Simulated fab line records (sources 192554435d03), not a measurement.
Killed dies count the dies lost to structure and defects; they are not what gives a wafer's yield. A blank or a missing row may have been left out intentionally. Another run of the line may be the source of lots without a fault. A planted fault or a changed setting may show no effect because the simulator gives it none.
One fault seen from 3 desks / flow n5-finfet / what lay behind the numbers comes last; until then each desk has only its own

== THE TOOL OWNER'S DESK: rie-metal-02 ==
The tool's own readings at N5_BEOL_M4_HM_OPEN_17 (chemistry Cl2/BCl3, target TiN, target depth 20 nm, overetch 6 nm): means of the sampled wafers that have a number, for each lot that ran on this tool. The brackets show how far a lot's mean lies from the usual mean; more than 4 standard deviations puts the lot out of limits, marked OUT.
Columns: A = bias-w at N5_BEOL_M4_HM_OPEN_17, usual 126.0 W; B = chamber-pressure-mTorr at N5_BEOL_M4_HM_OPEN_17, usual 10.000 mTorr; C = drypump-motor-current-A at N5_BEOL_M4_HM_OPEN_17, usual 5.5 A; D = oes-product-au at N5_BEOL_M4_HM_OPEN_17, usual 0.65 a.u.; E = throttle-valve-pct at N5_BEOL_M4_HM_OPEN_17, usual 22.08 %
lot=L769; first seen here=day 8 21:31; A=125.6; B=9.991; C=5.2; D=0.66; E=22.11
lot=L778; first seen here=day 11 15:44; A=125.9; B=9.993; C=5.3; D=0.66; E=22.09
lot=L779; first seen here=day 12 01:31; A=126.5; B=10.003; C=5.8; D=0.69; E=21.98
This desk found nothing out of limits on any of the 3 lots.

== THE DEFECT DESK ==
What the inspections along the route counted, lot by lot: means of the sampled wafers that have a number. The brackets show how far a lot's mean lies from the usual mean; more than 4 standard deviations puts the lot out of limits, marked OUT.
Columns: A = raw-defect-count at N5_BEOL_M4_INSPECT_13, usual 398
lot=L769; first seen here=day 8 21:14; A=300
lot=L771; first seen here=day 10 08:59; A=365
lot=L778; first seen here=day 11 15:27; A=326
lot=L782; first seen here=day 11 19:34; A=303
lot=L779; first seen here=day 12 01:13; A=444
lot=L785; first seen here=day 13 20:58; A=349
This desk found nothing out of limits on any of the 6 lots.

== FROM THE METROLOGY DESK ==
Means of the sampled wafers that have a number, per lot and without regard to the tool the lot ran on: this is what the gauges read. The brackets show how far a lot's mean lies from the usual mean; more than 4 standard deviations puts the lot out of limits, marked OUT. It has 12 readings; the 7 that lie furthest out on some lot are the ones shown.
Columns: A = cd-nm at N5_BEOL_M4_CD_MEAS_11, usual 16.81 nm; B = DIBL_N at N5_BEOL_M4_RC_MEAS_101, usual 36.0 mV/V; C = DIBL_P at N5_BEOL_M4_RC_MEAS_101, usual 36.1 mV/V; D = IOFF_P at N5_BEOL_M4_RC_MEAS_101, usual 0.211 nA/um; E = ION_N at N5_BEOL_M4_RC_MEAS_101, usual 673 uA/um; F = SS_N at N5_BEOL_M4_RC_MEAS_101, usual 71.5 mV/dec; G = VT_P at N5_BEOL_M4_RC_MEAS_101, usual -250.2 mV
lot=L769; first seen here=day 8 21:08; A=17.11; B=37.5; C=36.9; D=0.211; E=668; F=71.1; G=-252.1
lot=L771; first seen here=day 10 08:53; A=16.82; B=35.2; C=36.0; D=0.207; E=678; F=71.3; G=-249.9
lot=L778; first seen here=day 11 15:22; A=16.76; B=34.2; C=34.1; D=0.194; E=670; F=71.3; G=-249.4
lot=L782; first seen here=day 11 19:28; A=16.60; B=36.4; C=35.1; D=0.215; E=672; F=71.1; G=-248.2
lot=L779; first seen here=day 12 01:08; A=16.93; B=38.3; C=37.8; D=0.223; E=668; F=72.0; G=-250.2
lot=L785; first seen here=day 13 20:53; A=16.82; B=34.5; C=35.6; D=0.184; E=664; F=71.0; G=-253.5
This desk found nothing out of limits on any of the 6 lots.

== PUT TOGETHER ==
The desk of the tool owner found nothing out of limits.
Nothing out of limits was seen by the defect desk.
The metrology desk saw nothing out of limits.

== WHAT THE SIMULATOR HAD PUT IN ==
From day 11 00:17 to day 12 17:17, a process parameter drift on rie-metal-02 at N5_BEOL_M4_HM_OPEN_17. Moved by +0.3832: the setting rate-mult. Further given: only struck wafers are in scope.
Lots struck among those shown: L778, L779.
